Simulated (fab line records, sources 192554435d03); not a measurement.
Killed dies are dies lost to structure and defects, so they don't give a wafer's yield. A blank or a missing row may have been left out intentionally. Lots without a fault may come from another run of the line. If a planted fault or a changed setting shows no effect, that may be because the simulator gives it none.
Chamber matching + flow n5Finfet + 4 sister chambers for N5_ILD0_CMP_07 on cmp-01
The step polishes SiO2 flowable, stops on poly-Si, t overpolish 1.18 s, target thk 138.88 nm. 24 wafers are shown with their chamber, then 12 later ones without.

## EACH WAFER AND ITS CHAMBER
| wafer  | chamber | motorCurrentA (A) |
|--------|---------|-------------------|
| L075.2 | 0       | 11.5              |
| L075.4 | 2       | 14.4              |
| L075.6 | 3       | 11.8              |
| L076.1 | 2       | 13.9              |
| L076.4 | 0       | 12.1              |
| L076.5 | 3       | 12.0              |
| L079.1 | 0       | 11.6              |
| L079.4 | 1       | 12.4              |
| L079.6 | 1       | 13.3              |
| L080.1 | 2       | 13.8              |
| L080.4 | 0       | 11.2              |
| L080.6 | 0       | 11.8              |
| L081.1 | 3       | 11.3              |
| L081.3 | 0       | 11.6              |
| L081.4 | 1       | 12.3              |
| L086.1 | 0       | 11.3              |
| L086.5 | 0       | 11.8              |
| L086.6 | 3       | 11.7              |
| L087.1 | 1       | 13.4              |
| L087.2 | 3       | 11.2              |
| L087.5 | 2       | 13.5              |
| L090.3 | 1       | 12.7              |
| L090.4 | 3       | 11.1              |
| L090.5 | 3       | 11.8              |

SIGNATURES (means of the wafers above)
| reading       | chamber 0 | chamber 1 | chamber 2 | chamber 3 | scatter within a chamber |
|---------------|-----------|-----------|-----------|-----------|--------------------------|
| motorCurrentA | 11.613    | 12.820    | 13.900    | 11.557    | 0.372                    |
Rule: a wafer lies at a distance from a chamber equal to the root of the sum of squares, over the readings, of (its reading less the chamber's mean, divided by the reading's scatter). The wafer belongs to the nearest chamber; if the next one is less than 2 further off, it can't be placed. The scatter: take each reading less its chamber's mean, square it, sum over the shown wafers, divide by the number of wafers less the number of chambers, and take the root.

## WAFERS MISSING THEIR CHAMBER
| wafer  | motorCurrentA (A) |
|--------|-------------------|
| L092.1 | 13.8              |
| L092.2 | 11.9              |
| L092.6 | 13.0              |
| L094.1 | 11.4              |
| L094.2 | 11.5              |
| L094.5 | 11.6              |
| L095.2 | 11.8              |
| L095.5 | 12.8              |
| L095.6 | 11.5              |
| L097.2 | 14.4              |
| L097.3 | 13.1              |
| L097.6 | 14.0              |

## WHICH CHAMBER EACH WENT THROUGH
| wafer  | from the rows above          | in truth |
|--------|------------------------------|----------|
| L092.1 | 2                            | 2        |
| L092.2 | can't be placed: 0 or 3 or 1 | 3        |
| L092.6 | can't be placed: 1 or 2      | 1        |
| L094.1 | can't be placed: 3 or 0      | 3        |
| L094.2 | can't be placed: 3 or 0      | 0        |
| L094.5 | can't be placed: 0 or 3      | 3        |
| L095.2 | can't be placed: 0 or 3      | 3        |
| L095.5 | 1                            | 1        |
| L095.6 | can't be placed: 3 or 0      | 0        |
| L097.2 | 2                            | 2        |
| L097.3 | can't be placed: 1 or 2      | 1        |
| L097.6 | 2                            | 2        |
Correctly placed: 4 of 12. Can't be placed from these rows: 8 (the true chamber is among the candidates in 8). Placed wrongly: 0.
